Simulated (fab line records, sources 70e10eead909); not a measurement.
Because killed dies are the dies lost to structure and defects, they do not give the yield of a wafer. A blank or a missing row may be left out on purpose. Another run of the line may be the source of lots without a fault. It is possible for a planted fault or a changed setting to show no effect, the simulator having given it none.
A struck lot beside a sound one || flow nand_harc || 14 steps out of a route of 1302
Sound: wafers L289.1, L289.4, L289.5. Struck: wafer L296.4 (L296.1, L296.2, from the same lot, were not struck and are left out); the cause is given at the end.
Order at every step that has rows: each side's tool, ch and its chambers, its first start. Under that, the readings that differ: sound wafers || struck wafers || difference of the means || sigmas: that difference in standard deviations of wafers without a fault.
alike: same words and numbers on both sides, and readings whose means sit less than 2 such deviations apart. not compared: any withheld reading, any reading some wafer has no value for, any bound like >300 that may hide the same value, and any number with overlapping values for which the record gives no deviation.
Wherever a step has rows on one side only, a row that says differs or no value, or a row with sigmas, the two part there. When numbers do not overlap yet have no deviation, they are printed without sigmas and do not part them. A reading that every wafer of one side lacks parts them only if that side has two wafers or more.

first, 8 steps without rows for these wafers: NHARC_A_BLC_COAT_02 (time 75 s); NHARC_A_BLC_COAT_03 (time 65 s); NHARC_A_BLC_COAT_04 (resist thk 90 nm); NHARC_A_BLC_SOFTBAKE_05 (time 55 s); NHARC_A_BLC_EBR_06; NHARC_A_BLC_EXPOSE_07 (exposes mask A BLC, target cd 100 nm); NHARC_A_BLC_PEB_08 (peb time 65 s); NHARC_A_BLC_DEVELOP_09 (develop time 35 s).
NHARC_A_BLC_CD_MEAS_10: target cd 100 nm.
  sound on cd_sem-03 ch 0, day 25 03:59; struck on cd_sem-02 ch 0, day 28 18:06
  alike: cd_nm
NHARC_A_BLC_OVL_MEAS_11:
  sound on overlay-01 at day 25 04:04; struck on overlay-02 at day 28 18:11
  alike: overlay_x_nm, overlay_y_nm
NHARC_A_BLC_INSPECT_12:
  sound on defect_inspect-01 at day 25 04:06; struck on defect_inspect-01 at day 28 18:13
{"reading": "raw_defect_count", "sound": "100 113 122", "struck": 23, "difference": -89, "sigmas": -3}
NHARC_A_BLC_DESCUM_15: chemistry O2, time 3 s.
  sound on rie_diel-05 ch 0,2,3, day 25 04:10; struck on rie_diel-05 ch 1, day 28 18:18
{"reading": "throttle_valve_pct (%)", "sound": "11.325 11.314 11.313", "struck": 11.299, "difference": -0.018, "sigmas": -2}
  alike: drypump_motor_current_A, oes_product_au, rf_vpp_V, showerhead_plenum_p_Torr
  not compared: rf_hours_counter_h
NHARC_A_BLC_ETCH_16: etches the open film in CF4, target depth 39 nm, time 65 s.
  sound on rie_diel-05 ch 1,3, day 25 04:15; struck on rie_diel-05 ch 0, day 28 18:23
{"reading": "run_length_s (s)", "sound": "85.8 86.8 85.8", "struck": 72.3, "difference": -13.8, "sigmas": -35}
  alike: drypump_motor_current_A, oes_product_au, rf_vpp_V, showerhead_plenum_p_Torr, throttle_valve_pct
  not compared: rf_fwd_power_W, rf_hours_counter_h
NHARC_A_BLC_ETCH_17: etches the open film in N2/H2, target depth 390 nm, time 609.38 s.
  sound on rie_diel-05 ch 1,2,3; struck on rie_diel-05 ch 1
  alike: drypump_motor_current_A, oes_product_au, rf_fwd_power_W, rf_vpp_V, run_length_s, showerhead_plenum_p_Torr, throttle_valve_pct
  not compared: rf_hours_counter_h

## WHERE THEY PART
Last at NHARC_A_BLC_ETCH_16 as far as this record goes, first at NHARC_A_BLC_INSPECT_12. Later steps at which nothing parts them and some readings are alike: NHARC_A_BLC_ETCH_17.

WHY: what the simulator had put in
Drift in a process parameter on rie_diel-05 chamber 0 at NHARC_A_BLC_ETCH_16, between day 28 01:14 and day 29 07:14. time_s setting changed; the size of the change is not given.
